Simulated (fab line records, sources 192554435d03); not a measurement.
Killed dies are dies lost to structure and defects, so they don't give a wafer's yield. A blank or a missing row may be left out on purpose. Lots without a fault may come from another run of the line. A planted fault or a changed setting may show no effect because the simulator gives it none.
Which tool did it? | flow n5_finfet | 24 lots, 72 wafers sampled, at 4 steps of a route of 1938

WHAT THE GAUGES READ, wafer by wafer
N5_BEOL_M12_INSPECT_12: inspects for defects (macro).
lot  | measured     | on                | raw_defect_count
L074 | day 11 01:35 | defect_inspect-02 | 1 3 1
L076 | day 11 14:55 | defect_inspect-02 | 1 3 0
L075 | day 11 18:59 | defect_inspect-02 | 3 2 4
L077 | day 12 11:02 | defect_inspect-01 | 2 1 0
L078 | day 12 12:34 | defect_inspect-01 | 0 1 5
L079 | day 12 13:20 | defect_inspect-02 | 2 3 0
L080 | day 12 20:11 | defect_inspect-01 | 1 0 4
L082 | day 13 04:16 | defect_inspect-02 | 2 1 1
L081 | day 13 04:26 | defect_inspect-02 | 1 1 4
L083 | day 13 08:34 | defect_inspect-02 | 1 1 5
L084 | day 13 12:35 | defect_inspect-01 | 2 1 2
L085 | day 13 20:50 | defect_inspect-02 | 2 2 1
L087 | day 14 05:24 | defect_inspect-02 | 1 1 4
L086 | day 14 10:42 | defect_inspect-01 | 1 2 3
L090 | day 14 21:07 | defect_inspect-01 | 4 2 3
L089 | day 14 22:00 | defect_inspect-02 | 1 0 3
L088 | day 15 02:53 | defect_inspect-01 | 1 5 1
L092 | day 15 16:42 | defect_inspect-02 | 2 0 2
L093 | day 15 18:20 | defect_inspect-02 | 4 0 1
L091 | day 16 07:16 | defect_inspect-02 | 0 1 2
L096 | day 16 12:17 | defect_inspect-01 | 3 1 5
L094 | day 16 12:19 | defect_inspect-01 | 2 3 1
L095 | day 16 20:28 | defect_inspect-02 | 2 2 2
L097 | day 17 00:27 | defect_inspect-02 | 4 0 2

N5_BEOL_M12_INSPECT_30: inspects for defects (macro).
lot  | measured     | on                | raw_defect_count
L074 | day 11 02:30 | defect_inspect-02 | 2 1 0
L076 | day 11 15:50 | defect_inspect-01 | 2 5 2
L075 | day 11 20:10 | defect_inspect-02 | 1 3 1
L077 | day 12 11:56 | defect_inspect-02 | 3 4 0
L078 | day 12 13:57 | defect_inspect-01 | 1 4 2
L079 | day 12 14:35 | defect_inspect-02 | 2 4 2
L080 | day 12 21:14 | defect_inspect-02 | 4 1 2
L082 | day 13 05:20 | defect_inspect-01 | 1 0 4
L081 | day 13 05:42 | defect_inspect-01 | 2 3 1
L083 | day 13 09:36 | defect_inspect-02 | 3 1 4
L084 | day 13 15:39 | defect_inspect-01 | 2 1 1
L085 | day 13 21:54 | defect_inspect-02 | 0 1 2
L087 | day 14 06:19 | defect_inspect-02 | 3 1 1
L086 | day 14 11:49 | defect_inspect-01 | 2 2 4
L090 | day 14 22:10 | defect_inspect-02 | 3 5 3
L089 | day 14 22:55 | defect_inspect-01 | 2 1 1
L088 | day 15 03:48 | defect_inspect-02 | 2 1 1
L092 | day 15 17:44 | defect_inspect-02 | 1 1 1
L093 | day 15 19:14 | defect_inspect-02 | 5 4 1
L091 | day 16 08:19 | defect_inspect-01 | 2 4 3
L096 | day 16 13:22 | defect_inspect-01 | 1 1 0
L094 | day 16 13:46 | defect_inspect-01 | 4 2 1
L095 | day 16 21:29 | defect_inspect-01 | 2 2 4
L097 | day 17 01:35 | defect_inspect-01 | 2 0 0

N5_BEOL_M13_OVL_MEAS_29.
lot  | measured     | on         | M13_OVL (nm)
L074 | day 11 06:57 | overlay-01 | -2 2 -1
L076 | day 11 20:49 | overlay-02 | -10 7 -1
L075 | day 12 01:59 | overlay-02 | 11 4 11
L077 | day 12 16:31 | overlay-02 | 6 4 3
L078 | day 12 20:59 | overlay-02 | -4 1 -1
L079 | day 12 21:32 | overlay-02 | 5 6 2
L080 | day 13 03:32 | overlay-02 | 8 12 5
L082 | day 13 14:04 | overlay-02 | -5 -1 -3
L081 | day 13 14:50 | overlay-02 | -5 9 1
L083 | day 13 16:08 | overlay-02 | 7 2 7
L084 | day 13 19:52 | overlay-01 | 2 0 1
L085 | day 14 03:13 | overlay-02 | 1 -1 -5
L087 | day 14 11:40 | overlay-02 | -11 -4 -8
L086 | day 14 17:05 | overlay-02 | -12 -7 -5
L090 | day 15 05:23 | overlay-01 | 3 6 -3
L089 | day 15 04:55 | overlay-01 | -6 0 -8
L088 | day 15 09:10 | overlay-01 | -9 -1 -8
L092 | day 15 22:10 | overlay-02 | -1 7 10
L093 | day 16 00:08 | overlay-02 | -3 -6 -3
L091 | day 16 14:25 | overlay-01 | 5 -4 -11
L096 | day 16 17:40 | overlay-02 | 6 4 2
L094 | day 16 20:09 | overlay-01 | 4 4 7
L095 | day 17 02:26 | overlay-02 | 3 1 0
L097 | day 17 07:14 | overlay-01 | 1 4 10

WHICH TOOL RAN EACH LOT (tool, then ch and the chambers of the sampled wafers, then the start)
lot  | N5_BEOL_M12_CMP_49
L074 | cmp-03 ch 0,3, day 11 04:44
L076 | cmp-01 ch 0,2,3, day 11 18:51
L075 | cmp-04 ch 1,3, day 11 23:58
L077 | cmp-03 ch 0,1,2, day 12 14:38
L078 | cmp-04 ch 0,1,2, day 12 18:50
L079 | cmp-01 ch 0,3, day 12 19:29
L080 | cmp-01 ch 0,3, day 13 01:40
L082 | cmp-01 ch 0,2,3, day 13 11:58
L081 | cmp-03 ch 0,1, day 13 12:56
L083 | cmp-04 ch 1,2, day 13 13:57
L084 | cmp-04 ch 0,1, day 13 17:48
L085 | cmp-01 ch 0,1,3, day 14 01:11
L087 | cmp-01 ch 0,1, day 14 09:22
L086 | cmp-01 ch 0,1,3, day 14 14:55
L090 | cmp-01 ch 0,3, day 15 03:03
L089 | cmp-03 ch 1,2,3, day 15 03:07
L088 | cmp-04 ch 0,2,3, day 15 06:16
L092 | cmp-03 ch 1,2,3, day 15 19:36
L093 | cmp-01 ch 0,1,2, day 15 21:59
L091 | cmp-01 ch 0,1,3, day 16 12:14
L096 | cmp-01 ch 2,3, day 16 15:23
L094 | cmp-01 ch 1,2,3, day 16 18:07
L095 | cmp-04 ch 1,2,3, day 17 00:29
L097 | cmp-04 ch 0,2,3, day 17 05:04
- N5_BEOL_M12_CMP_49: polishes, stops on SiOC, t overpolish 20.6 s, target thk 320 nm.

WHAT THE TOOLS THEMSELVES READ (means of the sampled wafers that have a number; where no wafer has one, the mark that the record gives instead)
N5_BEOL_M12_CMP_49.
lot  | tool   | barrier_field_endpoint_s (s) | clearing_platen_down_force_psi (psi) | motor_current_A (A) | overpolish_run_s (s)
L074 | cmp-03 | 30.1                         | 1.4985                               | 6.2                 | 20.592
L076 | cmp-01 | 30.2                         | 1.4999                               | 5.3                 | 20.607
L075 | cmp-04 | 30.1                         | 1.5027                               | 5.0                 | 20.602
L077 | cmp-03 | 29.7                         | 1.5005                               | 6.4                 | 20.605
L078 | cmp-04 | 30.5                         | 1.5031                               | 5.1                 | 20.600
L079 | cmp-01 | 31.4                         | 1.5016                               | 6.0                 | 20.592
L080 | cmp-01 | 30.7                         | 1.5014                               | 6.0                 | 20.597
L082 | cmp-01 | 30.5                         | 1.4975                               | 5.3                 | 20.604
L081 | cmp-03 | 30.2                         | 1.5030                               | 6.5                 | 20.601
L083 | cmp-04 | 29.7                         | 1.4994                               | 4.9                 | 20.604
L084 | cmp-04 | 29.6                         | 1.5026                               | 5.1                 | 20.604
L085 | cmp-01 | 30.7                         | 1.4982                               | 5.9                 | 20.600
L087 | cmp-01 | 30.2                         | 1.5008                               | 6.5                 | 20.595
L086 | cmp-01 | 29.9                         | 1.5003                               | 6.0                 | 20.604
L090 | cmp-01 | 30.6                         | 1.5006                               | 5.5                 | 20.599
L089 | cmp-03 | 30.6                         | 1.4981                               | 6.0                 | 20.594
L088 | cmp-04 | 28.3                         | 1.4986                               | 5.9                 | 20.594
L092 | cmp-03 | 31.2                         | 1.4995                               | 6.1                 | 20.600
L093 | cmp-01 | 29.9                         | 1.5029                               | 5.8                 | 20.605
L091 | cmp-01 | 30.4                         | 1.4993                               | 5.9                 | 20.591
L096 | cmp-01 | 29.5                         | 1.4997                               | 4.7                 | 20.599
L094 | cmp-01 | 29.2                         | 1.4994                               | 5.4                 | 20.606
L095 | cmp-04 | 28.9                         | 1.5004                               | 5.4                 | 20.598
L097 | cmp-04 | 29.4                         | 1.5003                               | 5.8                 | 20.604

THE ANSWER, worked out from the rows above alone
Rule: what is usual is taken from the lots themselves. Put in order of their means at a reading, lots are off if they are a third of the lots or fewer, leave a main group of 4 or more, and stand apart from it by a gap of 3 or more times the standard deviation of the main group's means; of several such gaps the widest counts. A main group whose means are all the same, to the digits that the tables above print for the reading, isn't used. A lot without any number at a reading at which 4 lots or more have one is off too. The other lots that the step has rows for count as sound. The gauges are gone through in route order, then the tools' own readings, and for those a lot's mean is taken as printed above. The first step at which some lot is off is used, and at that step the reading that is off furthest; a lot without a number counts as furthest.
No lot is off at any reading shown: from this, nothing can be told.

WHAT THE SIMULATOR HAD PUT IN
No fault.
